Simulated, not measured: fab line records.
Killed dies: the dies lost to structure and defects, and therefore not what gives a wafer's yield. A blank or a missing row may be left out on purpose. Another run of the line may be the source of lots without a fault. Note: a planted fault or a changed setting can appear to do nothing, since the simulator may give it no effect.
Split-lot study || flow n5 finfet || on a route of 1938 steps: 7 lots, 21 wafers read

## ON THE SPLIT
At N5_BEOL_M15_SPUTTER_43 (material TaN, target thk 15 nm, time 24.19 s), the setting power w was moved away from the recipe's 15000 W on 3 of the 21 wafers read, by -9.9% to +15.7%. All remaining wafers had this setting at the recipe value.

The reading comes from the split's own step.

## THE READING
TaN_of_BEOL_M15_SPUTTER_43.thk nm (the simulator's own value, which no gauge read), in nm, at N5_BEOL_M15_SPUTTER_43 (material TaN, target thk 15 nm, time 24.19 s). The file does not state a usual value for it. Across the 18 wafers here that went through the recipe, the average is 15.3 nm and the standard deviation 0.21 nm.

{"wafer": "L078.3", "tool, chamber at the split": "pvd sputter-01, -", "power w as run, W": 15000, "against the recipe": "recipe", "TaN_of_BEOL_M15_SPUTTER_43.thk nm, nm": 15.4, "against lot-mates on the recipe": "-"}
{"wafer": "L078.4", "tool, chamber at the split": "pvd sputter-01, -", "power w as run, W": 13520, "against the recipe": "-9.9%", "TaN_of_BEOL_M15_SPUTTER_43.thk nm, nm": 13.6, "against lot-mates on the recipe": -1.6}
{"wafer": "L078.5", "tool, chamber at the split": "pvd sputter-01, -", "power w as run, W": 15000, "against the recipe": "recipe", "TaN_of_BEOL_M15_SPUTTER_43.thk nm, nm": 15, "against lot-mates on the recipe": "-"}
{"wafer": "L081.2", "tool, chamber at the split": "pvd sputter-02, -", "power w as run, W": 15000, "against the recipe": "recipe", "TaN_of_BEOL_M15_SPUTTER_43.thk nm, nm": 15.2, "against lot-mates on the recipe": "-"}
{"wafer": "L081.3", "tool, chamber at the split": "pvd sputter-02, -", "power w as run, W": 15000, "against the recipe": "recipe", "TaN_of_BEOL_M15_SPUTTER_43.thk nm, nm": 15.2, "against lot-mates on the recipe": "-"}
{"wafer": "L081.4", "tool, chamber at the split": "pvd sputter-02, -", "power w as run, W": 15000, "against the recipe": "recipe", "TaN_of_BEOL_M15_SPUTTER_43.thk nm, nm": 15.6, "against lot-mates on the recipe": "-"}
{"wafer": "L083.2", "tool, chamber at the split": "pvd sputter-01, -", "power w as run, W": 15000, "against the recipe": "recipe", "TaN_of_BEOL_M15_SPUTTER_43.thk nm, nm": 15, "against lot-mates on the recipe": "-"}
{"wafer": "L083.5", "tool, chamber at the split": "pvd sputter-01, -", "power w as run, W": 15000, "against the recipe": "recipe", "TaN_of_BEOL_M15_SPUTTER_43.thk nm, nm": 15, "against lot-mates on the recipe": "-"}
{"wafer": "L083.3", "tool, chamber at the split": "pvd sputter-01, -", "power w as run, W": 15000, "against the recipe": "recipe", "TaN_of_BEOL_M15_SPUTTER_43.thk nm, nm": 15.2, "against lot-mates on the recipe": "-"}
{"wafer": "L087.3", "tool, chamber at the split": "pvd sputter-01, -", "power w as run, W": 15000, "against the recipe": "recipe", "TaN_of_BEOL_M15_SPUTTER_43.thk nm, nm": 15, "against lot-mates on the recipe": "-"}
{"wafer": "L087.4", "tool, chamber at the split": "pvd sputter-01, -", "power w as run, W": 15000, "against the recipe": "recipe", "TaN_of_BEOL_M15_SPUTTER_43.thk nm, nm": 15.2, "against lot-mates on the recipe": "-"}
{"wafer": "L087.5", "tool, chamber at the split": "pvd sputter-01, -", "power w as run, W": 15000, "against the recipe": "recipe", "TaN_of_BEOL_M15_SPUTTER_43.thk nm, nm": 15.2, "against lot-mates on the recipe": "-"}
{"wafer": "L092.1", "tool, chamber at the split": "pvd sputter-01, -", "power w as run, W": 15000, "against the recipe": "recipe", "TaN_of_BEOL_M15_SPUTTER_43.thk nm, nm": 15.2, "against lot-mates on the recipe": "-"}
{"wafer": "L092.3", "tool, chamber at the split": "pvd sputter-01, -", "power w as run, W": 15000, "against the recipe": "recipe", "TaN_of_BEOL_M15_SPUTTER_43.thk nm, nm": 15.8, "against lot-mates on the recipe": "-"}
{"wafer": "L092.4", "tool, chamber at the split": "pvd sputter-01, -", "power w as run, W": 15000, "against the recipe": "recipe", "TaN_of_BEOL_M15_SPUTTER_43.thk nm, nm": 15.4, "against lot-mates on the recipe": "-"}
{"wafer": "L096.2", "tool, chamber at the split": "pvd sputter-01, -", "power w as run, W": 15000, "against the recipe": "recipe", "TaN_of_BEOL_M15_SPUTTER_43.thk nm, nm": 15.4, "against lot-mates on the recipe": "-"}
{"wafer": "L096.5", "tool, chamber at the split": "pvd sputter-01, -", "power w as run, W": 15000, "against the recipe": "recipe", "TaN_of_BEOL_M15_SPUTTER_43.thk nm, nm": 15.2, "against lot-mates on the recipe": "-"}
{"wafer": "L096.6", "tool, chamber at the split": "pvd sputter-01, -", "power w as run, W": 15000, "against the recipe": "recipe", "TaN_of_BEOL_M15_SPUTTER_43.thk nm, nm": 15.2, "against lot-mates on the recipe": "-"}
{"wafer": "L097.1", "tool, chamber at the split": "pvd sputter-02, -", "power w as run, W": 15000, "against the recipe": "recipe", "TaN_of_BEOL_M15_SPUTTER_43.thk nm, nm": 15.4, "against lot-mates on the recipe": "-"}
{"wafer": "L097.2", "tool, chamber at the split": "pvd sputter-02, -", "power w as run, W": 17350, "against the recipe": "+15.7%", "TaN_of_BEOL_M15_SPUTTER_43.thk nm, nm": 17.8, "against lot-mates on the recipe": "+2.4"}
{"wafer": "L097.6", "tool, chamber at the split": "pvd sputter-02, -", "power w as run, W": 17350, "against the recipe": "+15.7%", "TaN_of_BEOL_M15_SPUTTER_43.thk nm, nm": 18, "against lot-mates on the recipe": "+2.6"}

FIT RESULTS
A straight line over all 21 wafers: TaN_of_BEOL_M15_SPUTTER_43.thk nm changes by +0.169 nm for each +1% of power w; r = +0.98; the points scatter about the line by 0.21 nm.
The same after taking each lot's own level away (the mean of its wafers on the recipe; 21 wafers): +0.16 nm for each +1%; r = +0.98; scatter 0.16 nm.
The reading moves by 2.5 nm for the largest change in power w, on that fit.
Across the lots, their own levels run from 15.07 to 15.47 nm, a range of 1.9 times the standard deviation given above.
The two slopes agree, so the slope changes little with the lot-to-lot level.
Check: for one of the wafers moved furthest among these (+15.7%), held out of the fit, the line's prediction against its lot-mates is +2.58 nm. It came out at +2.4 nm against them.

## ADDITIONAL SPLITS CARRIED BY THESE WAFERS
Other splits were also applied to these wafers ahead of the reading. Each is held against what the fit with the lots' levels taken away leaves over:
{"other split on the same wafers": "N5_BEOL_M10_TRENCH_ETCH_37 bias w", "wafers away from the commonest value": 9, "r with TaN_of_BEOL_M15_SPUTTER_43.thk nm (lot level and that fit taken away)": -0.05}
{"other split on the same wafers": "N5_BEOL_M11_EXPOSE_25 dose mj", "wafers away from the commonest value": 6, "r with TaN_of_BEOL_M15_SPUTTER_43.thk nm (lot level and that fit taken away)": -0.12}
{"other split on the same wafers": "N5_BEOL_M13_ETCH_59 time s", "wafers away from the commonest value": 9, "r with TaN_of_BEOL_M15_SPUTTER_43.thk nm (lot level and that fit taken away)": "+0.20"}
{"other split on the same wafers": "N5_BEOL_M13_SPUTTER_43 time s", "wafers away from the commonest value": 6, "r with TaN_of_BEOL_M15_SPUTTER_43.thk nm (lot level and that fit taken away)": -0.21}
{"other split on the same wafers": "N5_BEOL_M15_PEB_26 peb temp c", "wafers away from the commonest value": 6, "r with TaN_of_BEOL_M15_SPUTTER_43.thk nm (lot level and that fit taken away)": "+0.08"}

## THE FILE'S OWN FIT
TaN_of_BEOL_M15_SPUTTER_43.thk nm changes by +0.16 nm for each +1% of power w, r = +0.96.
